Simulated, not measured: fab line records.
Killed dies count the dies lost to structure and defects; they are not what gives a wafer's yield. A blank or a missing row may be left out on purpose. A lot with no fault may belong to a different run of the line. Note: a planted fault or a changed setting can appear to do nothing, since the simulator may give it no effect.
Which of the tools did it?    flow n5_finfet    9 lots (27 wafers sampled), 1 step of a 1938-step route

== WHAT THE GAUGES READ, wafer by wafer ==
N5_BEOL_M4_RC_MEAS_101. Usual: DIBL_N 36.0 mV/V, standard deviation 2.5; DIBL_P 36.7 mV/V, standard deviation 3; IOFF_N 0.16 nA/um, standard deviation 0.043; IOFF_P 0.21 nA/um, standard deviation 0.049; ION_N 673 uA/um, standard deviation 15; ION_P 461 uA/um, standard deviation 9.8; SS_N 71.5 mV/dec, standard deviation 0.83; SS_P 73.4 mV/dec, standard deviation 0.83; VT_N 250 mV, standard deviation 4; VT_P -251 mV, standard deviation 4.
lot   measured      on         DIBL_N (mV/V)   DIBL_P (mV/V)   IOFF_N (nA/um)  IOFF_P (nA/um)  ION_N (uA/um)  ION_P (uA/um)  SS_N (mV/dec)   SS_P (mV/dec)   VT_N (mV)    VT_P (mV)       flag
L621  day 7 16:49   prober-02  41.7 36.4 36.7  41.5 34.4 34.5  0.27 0.14 0.15  0.30 0.17 0.18  687 663 664    465 449 449    73.2 71.2 71.7  75.1 73.3 74.0  244 255 255  -247 -257 -255  
L624  day 8 18:52   prober-01  29.9 35.4 32.0  30.0 36.9 32.9  0.09 0.16 0.11  0.13 0.22 0.17  677 671 675    470 467 475    69.7 71.6 71.5  71.6 72.5 71.8  256 245 254  -257 -249 -250  
L625  day 9 00:22   prober-01  40.5 32.2 38.0  41.9 32.5 39.1  0.23 0.09 0.18  0.29 0.15 0.24  687 647 681    465 452 465    72.0 69.8 71.5  73.8 71.4 73.0  244 258 248  -245 -253 -247  
L628  day 10 00:22  prober-01  38.4 35.0 36.9  38.0 35.9 38.2  0.19 0.13 0.16  0.23 0.19 0.23  673 665 664    462 456 460    72.0 71.3 72.0  74.1 73.1 74.3  252 254 252  -251 -253 -250  
L629  day 10 02:14  prober-01  39.2 35.1 33.3  43.4 35.1 35.7  0.28 0.17 0.13  0.32 0.18 0.17  689 666 677    470 456 463    72.0 71.2 69.9  75.1 73.2 72.6  242 249 251  -244 -254 -254  
L630  day 10 04:03  prober-02  39.1 37.2 34.3  38.4 37.8 34.9  0.18 0.15 0.12  0.22 0.21 0.18  668 665 651    457 455 456    72.7 71.9 70.4  74.4 73.5 73.3  251 251 254  -251 -252 -255  
L632  day 10 21:15  prober-02  34.1 34.7 35.0  31.5 31.4 31.5  0.12 0.11 0.13  0.19 0.18 0.20  685 651 662    473 455 466    70.1 71.0 70.8  72.6 72.2 72.7  253 256 253  -250 -248 -248  
L637  day 12 12:56  prober-02  34.9 37.1 37.5  36.0 38.8 39.1  0.14 0.17 0.19  0.22 0.26 0.27  666 672 694    462 469 484    70.3 71.8 71.2  73.1 73.2 73.4  251 248 246  -247 -246 -244  
L638  day 13 08:08  prober-02  34.8 31.6 27.6  37.1 33.3 28.4  0.16 0.11 0.07  0.19 0.14 0.11  679 664 649    462 454 455    71.5 70.2 69.4  73.4 72.8 71.7  248 258 258  -252 -256 -257  

== WHICH TOOL RAN EACH LOT (tool, then ch and the chambers of the sampled wafers, then the start) ==
Record: no process step prior to these readings.

== WHAT THE TOOLS THEMSELVES READ (means of the sampled wafers that have a number; where no wafer has one, the mark that the record gives instead) ==
The record holds no such reading with a usual standard deviation.

== THE ANSWER, worked out from the rows above alone ==
Rule: take the mean of a lot's wafers that have a number; if it is more than 3 standard deviations from the usual mean, the lot is off. A lot without any number at a reading at which 4 lots or more have one is off too. All remaining lots with rows at the step are treated as sound. After the gauges, taken in route order, come the tools' own readings; for these a lot's mean is taken, as printed above. At the first step where some lot is off, the reading lying furthest off is the one used; lots without a number count as furthest.
No lot is off on any of the readings shown, so nothing can be concluded from this.

== WHAT THE SIMULATOR PUT IN ==
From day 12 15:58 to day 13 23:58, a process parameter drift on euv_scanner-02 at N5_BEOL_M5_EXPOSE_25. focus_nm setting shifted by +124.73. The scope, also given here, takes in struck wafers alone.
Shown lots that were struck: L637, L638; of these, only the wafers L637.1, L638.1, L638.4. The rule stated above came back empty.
